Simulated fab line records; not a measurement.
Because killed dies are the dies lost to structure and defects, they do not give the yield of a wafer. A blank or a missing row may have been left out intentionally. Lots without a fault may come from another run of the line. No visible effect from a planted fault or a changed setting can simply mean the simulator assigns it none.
fab line records	flow nand-harc
record lots=6	wafers=18	last-day=33
route steps=1302 shown P_M0@255 END@1302
lots that met no fault: taken from a fault-free run of the same line
start-h: the number of hours between the record's first day and the start of the first shown wafer of the lot	wait-h: how many hours have passed since the lot's step before this one	" identical to the entry in the row above	L1.1+2: several wafers, shown together as one row	- no value, or no start was given	* or withheld: withheld	< > ~ a bound
route shown NAME@n: NAME is a module with steps in the file, n the number in the route of the first one	usual: mean and standard deviation over wafers with no fault	same: alike in all rows	chamber/n: place in a boat	sites: each site's reading	_std_site: standard deviation across them	_edge_site: outer sites' mean less inner sites'	radius-mm: how far each site lies from the wafer's centre	mask NAME#n: copy n	behind: the last tool/chamber to shape the wafer	hold: reason for holding the lot/hours on hold/outcome of the hold	device: the n, p or np transistor that did not switch	end of line: the tests these same wafers got at the end of their route	for a step that has no rows: nothing shown but its recipe	killed: dies lost to structure and defects at the first sort, not the wafer's yield	map: the dies of a wafer, with x for killed, . for not killed, _ for no die there
set.NAME: the setting that was run; set.NAME@STEP: the one run at that earlier step	model.NAME: the simulator's own value behind a step, which no gauge read
lots at some steps of the route; a table a step, a row a wafer
services: from which hour (start-h, from the record's first day; less than 0 if before it) a tool's chamber was out of use, for how many hours, and why
## steps
# step NHARC_P_M0_HMDS_02
# recipe time-s=30
# step NHARC_P_M0_COAT_33
# recipe temp-c=200	time-s=65
# step NHARC_P_M0_COAT_03
# recipe spin-rpm=1500	resist-thk-nm=90
# step NHARC_P_M0_SOFTBAKE_04
# recipe temp-c=105	time-s=55
# step NHARC_P_M0_EBR_05
# step NHARC_P_M0_EXPOSE_06
# recipe na=1.35	target-cd-nm=90	dose-mj=81.28	mask-id=P_M0
# step NHARC_P_M0_PEB_07
# recipe peb-temp-c=100	peb-time-s=65
# step NHARC_P_M0_DEVELOP_08
# recipe develop-time-s=35	dev-temp-c=23
# step NHARC_P_M0_CD_MEAS_09
# recipe target-cd-nm=90	landing-energy-ev=500
# usual cd-nm=89.9/0.6
lot.wafer	tool	chamber	start-h	wait-h	cd-nm
L512.3	cd-sem-02	0	215.98	-	89.7
L512.4	"	0	"	"	90.1
L512.6	"	0	"	"	90.0
L516.1	cd-sem-02	0	246.66	-	90.4
L516.2	"	0	"	"	89.7
L516.6	"	0	"	"	90.4
L517.1	cd-sem-03	0	264.86	-	90.0
L517.3	"	0	"	"	90.9
L517.6	"	0	"	"	90.0
L520.2	cd-sem-02	0	290.93	-	90.3
L520.4	"	0	"	"	90.5
L520.5	"	0	"	"	89.9
L525.1	cd-sem-01	0	352.08	-	88.6
L525.2	"	0	"	"	90.4
L525.6	"	0	"	"	89.3
L526.1	cd-sem-03	0	354.10	-	90.2
L526.2	"	0	"	"	89.9
L526.3	"	0	"	"	90.1
# step NHARC_P_M0_OVL_MEAS_10
# recipe pitch-nm=180
# usual overlay-x-nm=-0.1/0.69	overlay-y-nm=0.2/0.86
lot.wafer	tool	chamber	start-h	wait-h	overlay-x-nm	overlay-y-nm
L512.3	overlay-02	-	216.07	-	-0.3	1.1
L512.4	"	-	"	"	-0.3	0.6
L512.6	"	-	"	"	-0.2	0.6
L516.1	overlay-02	-	246.74	-	-0.2	0.1
L516.2	"	-	"	"	0.2	-0.2
L516.6	"	-	"	"	0.6	0.1
L517.1	overlay-01	-	264.95	-	-0.3	-0.8
L517.3	"	-	"	"	-0.8	-0.6
L517.6	"	-	"	"	-1.1	-1.2
L520.2	overlay-02	-	291.02	-	0.8	-0.3
L520.4	"	-	"	"	0.5	0.0
L520.5	"	-	"	"	1.2	-0.1
L525.1	overlay-02	-	352.17	-	-0.6	1.0
L525.2	"	-	"	"	-1.6	1.0
L525.6	"	-	"	"	-0.8	0.7
L526.1	overlay-02	-	354.19	-	-0.6	0.9
L526.2	"	-	"	"	-0.4	-0.2
L526.3	"	-	"	"	-0.1	-0.1
# step NHARC_P_M0_INSPECT_11
# usual raw-defect-count=4.1/2.2
lot.wafer	tool	chamber	start-h	wait-h	raw-defect-count
L512.3	defect-inspect-02	-	216.10	0.0	4
L512.4	"	-	"	"	7
L512.6	"	-	"	"	3
L516.1	defect-inspect-02	-	246.78	0.0	9
L516.2	"	-	"	"	2
L516.6	"	-	"	"	3
L517.1	defect-inspect-02	-	264.99	0.0	4
L517.3	"	-	"	"	5
L517.6	"	-	"	"	5
L520.2	defect-inspect-02	-	291.05	0.0	3
L520.4	"	-	"	"	3
L520.5	"	-	"	"	4
L525.1	defect-inspect-02	-	352.20	0.0	6
L525.2	"	-	"	"	7
L525.6	"	-	"	"	5
L526.1	defect-inspect-02	-	354.22	0.0	6
L526.2	"	-	"	"	3
L526.3	"	-	"	"	6
# step NHARC_P_M0_DESCUM_14
# recipe time-s=3	o2-flow-sccm=200	ar-flow-sccm=0	bias-power-w=0	chemistry=O2
# usual drypump-motor-current-A=6.1/0.37	oes-product-au=1.004/0.011	rf-vpp-V=57.8/1.1	showerhead-plenum-p-Torr=1.90/0.093	throttle-valve-pct=11.312/0.0093
lot.wafer	tool	chamber	start-h	wait-h	drypump-motor-current-A	oes-product-au	rf-hours-counter-h	rf-vpp-V	showerhead-plenum-p-Torr	throttle-valve-pct
L512.3	rie-diel-03	2	216.18	0.1	6.7	0.990	31	57.9	1.77	11.305
L512.4	"	3	"	"	6.2	1.001	31	60.4	1.89	11.295
L512.6	"	0	"	"	6.3	0.997	-	57.9	1.85	11.314
L516.2	rie-diel-11	3	246.88	0.1	6.5	0.991	54	57.6	1.77	11.313
L516.1	"	2	"	"	5.7	1.025	58	58.0	1.80	11.300
L516.6	"	0	"	"	5.8	1.017	-	58.6	1.94	11.309
L517.1	rie-diel-11	0	265.05	0.1	5.8	1.005	0	57.0	1.94	11.318
L517.3	"	1	"	"	5.5	1.013	0	57.8	1.91	11.315
L517.6	"	0	"	"	5.8	1.002	-	57.9	1.94	11.301
L520.2	rie-diel-10	1	291.12	0.1	6.1	1.001	9	57.8	1.97	11.305
L520.4	"	3	"	"	6.6	0.989	9	57.8	1.82	11.310
L520.5	"	1	"	"	6.0	1.002	-	58.9	1.97	11.316
L525.2	rie-diel-11	1	352.26	0.1	5.5	1.016	33	58.0	1.90	11.310
L525.1	"	0	"	"	5.8	0.982	34	55.5	1.93	11.306
L525.6	"	2	"	"	5.7	0.992	-	58.1	1.79	11.300
L526.2	rie-diel-03	2	354.28	0.1	6.7	0.993	27	59.5	2.07	11.288
L526.3	"	3	"	"	6.3	0.998	11	58.5	1.88	11.310
L526.1	"	1	"	"	6.0	0.998	26	57.5	1.81	11.309
# step NHARC_P_M0_ETCH_34
# recipe target-depth-a=400	overetch-a=120	time-s=43.94	ion-energy-ev=200	n2-flow-sccm=150	h2-flow-sccm=150	ar-flow-sccm=0	rf-w=400	bias-w=150	chemistry=N2/H2
# usual drypump-motor-current-A=6.1/0.36	h2-flow-sccm=150.0/0.47	oes-product-au=1.004/0.01	rf-fwd-power-W=394.6/2	rf-vpp-V=429.9/2.8	run-length-s=65.1/0.42	showerhead-plenum-p-Torr=2.02/0.1	throttle-valve-pct=14.172/0.0095
lot.wafer	tool	chamber	start-h	wait-h	drypump-motor-current-A	h2-flow-sccm	oes-product-au	rf-fwd-power-W	rf-hours-counter-h	rf-vpp-V	run-length-s	showerhead-plenum-p-Torr	throttle-valve-pct
L512.4	rie-diel-03	0	216.30	0.1	6.3	148.7	1.004	395.4	27	429.1	65.8	1.97	14.179
L512.3	"	1	"	"	6.0	149.9	0.997	397.1	29	427.5	64.9	1.95	14.167
L512.6	"	1	"	"	6.0	150.2	0.989	394.3	-	427.5	65.3	1.95	14.175
L516.2	rie-diel-11	2	247.22	0.3	5.7	150.2	0.997	394.6	58	427.0	65.1	1.91	14.174
L516.1	"	3	"	"	6.4	150.1	0.985	395.1	54	426.0	64.8	1.88	14.175
L516.6	"	0	"	"	5.8	150.7	1.007	-	-	433.9	53.7	2.07	14.181
L517.3	rie-diel-11	3	265.13	0.1	6.4	150.2	0.998	392.7	0	435.2	65.2	2.22	14.184
L517.1	"	2	"	"	5.7	149.9	0.997	396.3	0	428.5	65.5	1.91	14.168
L517.6	"	0	"	"	5.8	150.6	0.999	-	-	431.4	53.6	2.07	14.173
L520.2	rie-diel-10	2	291.21	0.1	6.5	149.8	0.980	395.9	8	427.2	65.7	1.93	14.172
L520.4	"	3	"	"	6.6	149.8	0.980	390.8	9	426.9	65.2	1.94	14.168
L520.5	"	1	"	"	6.0	150.2	1.005	395.9	-	431.2	64.9	2.11	14.173
L525.2	rie-diel-11	0	352.36	0.1	5.8	150.2	1.002	395.6	34	430.4	66.2	2.06	14.180
L525.1	"	1	"	"	5.6	149.1	0.998	395.6	33	428.0	64.3	2.02	14.172
L525.6	"	2	"	"	5.7	149.8	1.000	395.3	-	425.9	65.2	1.90	14.168
L526.3	rie-diel-03	0	354.37	0.1	6.3	150.1	1.006	394.4	25	430.4	64.9	1.95	14.165
L526.1	"	1	"	"	6.1	150.4	1.000	392.1	26	427.9	65.0	1.93	14.170
L526.2	"	3	"	"	6.2	150.0	0.987	396.7	11	430.3	65.0	2.00	14.160
# step NHARC_P_M0_ETCH_15
# recipe target-depth-a=1500	overetch-a=150	time-s=82.5	c4f8-flow-sccm=withheld	ar-flow-sccm=400	rf-w=600	bias-w=300	chemistry=C4F8/Ar
# usual oes-product-au=0.963/0.02	rf-fwd-power-W=595.3/2.3	rf-vpp-V=440/3	run-length-s=103.6/0.41
lot.wafer	tool	chamber	start-h	wait-h	oes-product-au	rf-fwd-power-W	rf-hours-counter-h	rf-vpp-V	run-length-s
L512.4	rie-diel-03	1	-	-	0.915	594.5	29	438	103.9
L512.3	"	2	"	"	0.922	593.6	31	436	103.6
L512.6	"	1	"	"	0.918	595.8	-	439	103.7
L516.2	rie-diel-11	3	-	-	0.922	596.5	55	437	103.7
L516.1	"	0	"	"	0.934	593.9	57	441	104.4
L516.6	"	3	"	"	0.920	595.4	-	436	103.4
L517.3	rie-diel-11	2	-	-	0.987	594.6	0	437	103.6
L517.1	"	3	"	"	0.988	597.6	0	445	103.5
L517.6	"	3	"	"	0.997	597.3	-	446	103.3
L520.2	rie-diel-10	1	-	-	0.964	599.1	9	442	103.2
L520.4	"	2	"	"	0.957	595.0	8	438	103.6
L520.5	"	0	"	"	0.968	596.0	-	446	103.2
L525.1	rie-diel-11	2	-	-	0.955	597.0	29	435	104.1
L525.2	"	0	"	"	0.976	596.7	35	441	104.5
L525.6	"	3	"	"	0.985	596.0	-	445	103.2
L526.2	rie-diel-03	1	-	-	0.991	595.9	26	438	103.9
L526.3	"	2	"	"	0.955	595.1	27	446	103.3
L526.1	"	3	"	"	0.955	596.3	11	441	103.9
# step NHARC_END_SORT_01
# recipe temp-c=25
# usual defect-limited-yield=91.9/2.9	killed-at-array=50/20	killed-at-other=1.2/1.5	killed-at-periphery=3.6/2.6	killed-dies=55/20	killed-open=3.4/2	killed-short=2.7/1.6	sort_bin_2_pct=2.9/1.3	sort_bin_3_pct=0.6/0.38	sort_bin_4_pct=4.6/1.6	sort-n-pass=622/20	sort-rim-yield-pct=93/3.8	sort-yield-pct=91.9/2.9
# same gross-dies=677	sort_bin_5_pct[%]=0	sort_bin_6_pct[%]=0	sort_bin_7_pct[%]=0	sort_bin_8_pct[%]=0	sort-rim-n-gross=106.00
lot.wafer	tool	chamber	start-h	wait-h	defect-limited-yield[%]	killed-at-array	killed-at-other	killed-at-periphery	killed-dies	killed-open	killed-short	sort_bin_2_pct[%]	sort_bin_3_pct[%]	sort_bin_4_pct[%]	sort-n-pass	sort-rim-yield-pct[%]	sort-yield-pct[%]
L512.3	prober-01	0	654.57	3.1	93.9	35	1	5	41	4	2	2.1	0.3	3.7	636	84	93.9
L512.4	prober-01	0	655.37	3.4	95.1	28	1	4	33	3	1	1.0	1.0	2.8	644	96	95.1
L512.6	prober-01	0	656.97	4.0	94.2	32	1	6	39	2	3	2.1	0.7	3.0	638	94	94.2
L517.1	prober-02	0	711.83	2.5	91.4	44	0	14	58	3	5	2.1	0.4	6.1	619	96	91.4
L517.3	prober-02	0	713.42	3.1	91.9	43	3	9	55	2	3	3.7	0.3	4.1	622	98	91.9
L517.6	prober-02	0	715.81	4.0	92.0	44	0	10	54	5	1	2.5	0.7	4.7	623	97	92.0
# killed by level:class
L512.3 A_CHANNEL_HOLE_D2:chamber-film-flake=9 A_STAIRCASE:chamber-film-flake=7 A_CHANNEL_HOLE_D1:chamber-film-flake=5 P_ZERO_WELL:chamber-film-flake=3 A_CONTACT:chamber-film-flake=3 A_CHANNEL_FILL_D1:chamber-film-flake=2 A_SLIT:chamber-film-flake=2 A_ONON_D1:geometric-particle:open=1
L512.4 A_CHANNEL_HOLE_D2:chamber-film-flake=15 P_ZERO_WELL:chamber-film-flake=3 A_STAIRCASE:chamber-film-flake=3 A_CONTACT:chamber-film-flake=3 A_DECK1_JOINT:geometric-particle:short=1 A_WL_FILL:geometric-particle:open=1 A_M0:geometric-particle:open=1 A_M1:geometric-particle:open=1
L512.6 A_CHANNEL_HOLE_D2:chamber-film-flake=15 A_CONTACT:chamber-film-flake=7 A_STAIRCASE:chamber-film-flake=4 P_ZERO_WELL:chamber-film-flake=2 P_M1:chamber-film-flake=2 P_M1:geometric-particle:open=1 A_CHANNEL_HOLE_D2:geometric-particle:short=1 A_CHANNEL_FILL_D2:geometric-particle:short=1
L517.1 A_CHANNEL_HOLE_D1:chamber-film-flake=31 P_BONDPAD:chamber-film-flake=6 A_SLIT:chamber-film-flake=5 P_M0:chamber-film-flake=4 P_M0:geometric-particle:short=2 A_SOURCE_PLATE:geometric-particle:short=2 P_M0:geometric-particle:open=1 A_DECK1_JOINT:geometric-particle:short=1
L517.3 A_CHANNEL_HOLE_D1:chamber-film-flake=35 P_M0:chamber-film-flake=3 P_BONDPAD:chamber-film-flake=3 HYBRID_BOND:chamber-film-flake=3 P_GATE:chamber-film-flake=2 A_SLIT:chamber-film-flake=2 P_STI:geometric-particle:short=1 A_SOURCE_PLATE:geometric-particle:short=1
L517.6 A_CHANNEL_HOLE_D1:chamber-film-flake=36 A_SLIT:chamber-film-flake=5 P_GATE:chamber-film-flake=3 P_CONTACT:geometric-particle:open=2 P_M0:geometric-particle:open=2 A_DECK1_JOINT:chamber-film-flake=2 P_STI:geometric-particle:open=1 A_SGD_CUT:geometric-particle:short=1
## services
tool	chamber	start-h	hours	kind
rie-diel-03	-	192.95	0.2	repair
rie-diel-03	0	196.89	5.7	repair
rie-diel-11	1	198.54	4.5	repair
rie-diel-11	0	211.78	-	clean
rie-diel-11	1	211.78	-	clean
rie-diel-11	2	211.78	-	clean
rie-diel-11	3	211.78	-	clean
rie-diel-11	0	237.62	-	clean
rie-diel-11	1	237.62	-	clean
rie-diel-11	2	237.62	-	clean
rie-diel-11	3	237.62	-	clean
rie-diel-10	-	242.59	9.0	pm
rie-diel-11	3	255.28	5.4	repair
rie-diel-11	-	255.53	9.0	pm
rie-diel-11	0	255.53	9.0	vent-cycle
rie-diel-11	1	255.53	9.0	vent-cycle
rie-diel-11	2	255.53	9.0	vent-cycle
rie-diel-11	0	264.53	-	clean
rie-diel-11	1	264.53	-	clean
rie-diel-11	2	264.53	-	clean
rie-diel-11	0	271.41	8.5	repair
rie-diel-11	1	273.07	9.4	repair
rie-diel-03	-	281.40	9.0	pm
rie-diel-03	3	308.78	29.7	repair
## key
first-sign step=NHARC_P_M0_ETCH_34	reading=run-length-s	direction=down	sigmas=27	usual=*	struck=*
effect none on later readings
met-at NHARC_P_M0_ETCH_34
struck-wafers L516.6,L517.6
fault kind=process-parameter-drift	tool=rie-diel-11	chamber=0	onset-h=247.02	steps=NHARC_P_M0_ETCH_34	channel=time-s	offset=*	shape=step	end-h=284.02	acts-in=*	stated=*
